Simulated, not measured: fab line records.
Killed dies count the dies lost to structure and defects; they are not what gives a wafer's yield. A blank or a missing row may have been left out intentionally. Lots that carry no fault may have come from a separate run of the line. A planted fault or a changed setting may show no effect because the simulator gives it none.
A lot that was struck, set against a sound lot | flow n5Finfet | 39 steps out of a route of 1938
Sound: the wafers L839.1, L839.2, L839.3. Wafers L845.3, L845.6 were the ones struck. The cause is given at the end.
Each step with rows lists, per side, the tool, then ch with its chambers, then its first start. Under that, the readings that differ: sound wafers | struck wafers | difference of the means | sigmas: that difference in standard deviations of wafers without a fault.
alike: readings whose means differ by less than 2 such deviations, and words and numbers that are the same on both sides. not compared: withheld readings, readings that some wafer has no value for, bounds like >300 that may hide the same value, and numbers for which the record gives no deviation and whose values overlap.
Wherever a step has rows on one side only, a row that says differs or no value, or a row with sigmas, the two part there. Numbers that don't overlap but have no deviation are shown without sigmas and don't part them. A reading that every wafer of one side lacks parts them only if that side has two wafers or more.

first, 12 steps without rows for these wafers: N5_SD_EPI_N_ETCH_35 (etches SOC in N2/H2, overetch 108 nm, time 486 s); N5_SD_EPI_N_STRIP_36 (strips in N2/H2); N5_SD_EPI_N_ETCHBACK_44 (etches SiNx in CH3F/O2, stops on SiO2, target depth 14.5 nm); N5_SD_EPI_N_ETCH_45 (etches SiOCN in CH3F/O2, target depth 6 nm); N5_SD_EPI_N_ETCH_16 (etches SiO2 in CHF3/O2, target depth 5 nm); N5_SD_EPI_N_STRIP_47 (strips in CHF3/O2); N5_SD_EPI_N_SD_RECESS_17 (chemistry HBr/Cl2/O2, target depth 41 nm, time 23.7 s, bt time 3 s); N5_SD_EPI_N_STRIP_38 (strips in N2/H2); N5_SD_EPI_N_WET_ETCH_43 (etches SiO2 in dHF, time 14 s, target depth 1.5 nm); N5_SD_EPI_N_STRIP_18 (strips in SPM, time 750 s); N5_SD_EPI_N_SRD_20 (time 30 s); N5_SD_EPI_N_PRECLEAN_48 (cleans in NF3:NH3, afs cycles 2, time 20 s, sublimation time 60 s).
N5_SD_EPI_N_VAPOR_ETCH_50: etches Si in HCl, time 54 s.
  sound on epiRpcvd-03 ch 0, day 4 09:39; struck on epiRpcvd-03 ch 0, day 5 21:10
  alike: throttleValvePct
then, 24 steps without rows for these wafers: N5_SD_EPI_N_EPI_21 (deposits Si:P, time 690 s); N5_SD_EPI_N_PRECLEAN_24 (cleans in O3/DIW, time 60 s); N5_SD_EPI_N_SRD_25 (time 30 s); N5_SD_EPI_N_PRECLEAN_49 (cleans in NF3:NH3, afs cycles 1, time 20 s, sublimation time 60 s); N5_SD_EPI_N_LINER_46 (material SiNx, target thk 3 nm); N5_SD_EPI_P_COAT_34 (time 60 s, resist thk 350 nm); N5_SD_EPI_P_COAT_35 (time 60 s, resist thk 35 nm); N5_SD_EPI_P_COAT_03 (resist thk 150 nm); N5_SD_EPI_P_EBR_05; N5_SD_EPI_P_SOFTBAKE_04 (time 60 s); N5_SD_EPI_P_EXPOSE_06 (exposes mask SD P BLK, target cd 240 nm); N5_SD_EPI_P_PEB_07 (peb time 60 s); N5_SD_EPI_P_DEVELOP_08 (develop time 30 s); N5_SD_EPI_P_DESCUM_14 (chemistry O2, time 7.9 s); N5_SD_EPI_P_ETCH_36 (etches SiARC in CF4, target depth 45.5 nm, time 75.8 s); N5_SD_EPI_P_ETCH_37 (etches SOC in N2/H2, overetch 108 nm, time 486 s); N5_SD_EPI_P_STRIP_38 (strips in N2/H2); N5_SD_EPI_P_ETCHBACK_46 (etches SiNx in CH3F/O2, stops on SiO2, target depth 17.5 nm); N5_SD_EPI_P_ETCH_47 (etches SiOCN in CH3F/O2, target depth 25 nm); N5_SD_EPI_P_ETCH_16 (etches SiO2 in CHF3/O2, target depth 5 nm); N5_SD_EPI_P_STRIP_50 (strips in CHF3/O2); N5_SD_EPI_P_SD_RECESS_17 (chemistry HBr/Cl2/O2, target depth 39.1 nm, bt time 3 s); N5_SD_EPI_P_WET_ETCH_45 (etches SiO2 in dHF, time 10.7 s, target depth 2 nm, rinse time 30 s); N5_SD_EPI_P_STRIP_40 (strips in N2/H2).
-- record jumps: 5 days separate the struck wafers' starts on either side; left off in module SD_EPI_P, taken up again in module BEOL_M4, whose first shown step is the route's number 1111 --
N5_BEOL_M4_RC_MEAS_101:
  sound on prober-01 ch 0, day 9 03:22; struck on prober-01 ch 0, day 10 18:52
reading            | sound             | struck      | difference | sigmas
CJ_N               | 4.42 4.43 4.47    | 4.10 4.12   | -0.33      | -5
DIBL_N (mV/V)      | 39.4 37.3 38.9    | 29.3 29.7   | -9.0       | -6
IOFF_N (nA/um)     | 0.204 0.166 0.195 | 0.083 0.084 | -0.105     | -4
IOFF_N_85C (nA/um) | 3.9 3.3 3.7       | 1.7 1.8     | -1.9       | -5
IOFF_N_LIN (nA/um) | 0.089 0.074 0.082 | 0.044 0.045 | -0.037     | -4
ION_N (uA/um)      | 702 679 683       | 620 617     | -70        | -7
REXT_N (ohm.um)    | 78.0 77.8 79.0    | 92.8 93.0   | +14.6      | +10
SS_N (mV/dec)      | 72.0 71.6 72.0    | 70.2 70.3   | -1.6       | -3
VT_N (mV)          | 246.6 250.2 246.6 | 259.1 261.8 | +12.7      | +5
VT_N_LVT (mV)      | 93.4 97.8 95.3    | 108.5 108.6 | +13.0      | +4
  alike: DIBL_P, IOFF_P, ION_P, SS_P, VT_P
-- the record jumps here: 4 days lie between the struck wafers' starts before and after (it left off in module BEOL_M4 and takes up again in module PASSIVATION, whose first step shown is number 1936 of the route) --
N5_PASSIVATION_PROBE_49:
  sound on prober-01 at day 13 02:31; struck on prober-01 at day 15 00:12
reading              | sound          | struck      | difference | sigmas
sort_bin_8_speed (%) | 0 0 0          | 66.44 64.49 | +65.47     | 
sortNPass            | 1070 1049 1067 | 288 329     | -754       | -47
sortYieldPct (%)     | 90.7 88.9 90.4 | 24.4 27.9   | -63.9      | -46
  alike: defectLimitedYield, killed_at_M0_to_M3, killed_at_M4_up, killedAtContacts, killedAtFrontEnd, killedAtOther, killedDies, killedOnRim, killedOpen, killedShort, sort_bin_5_function, sort_bin_6_memory

== WHERE THEY PART ==
First at N5_BEOL_M4_RC_MEAS_101; last, within this record, at N5_PASSIVATION_PROBE_49.

WHY: what the simulator had put in
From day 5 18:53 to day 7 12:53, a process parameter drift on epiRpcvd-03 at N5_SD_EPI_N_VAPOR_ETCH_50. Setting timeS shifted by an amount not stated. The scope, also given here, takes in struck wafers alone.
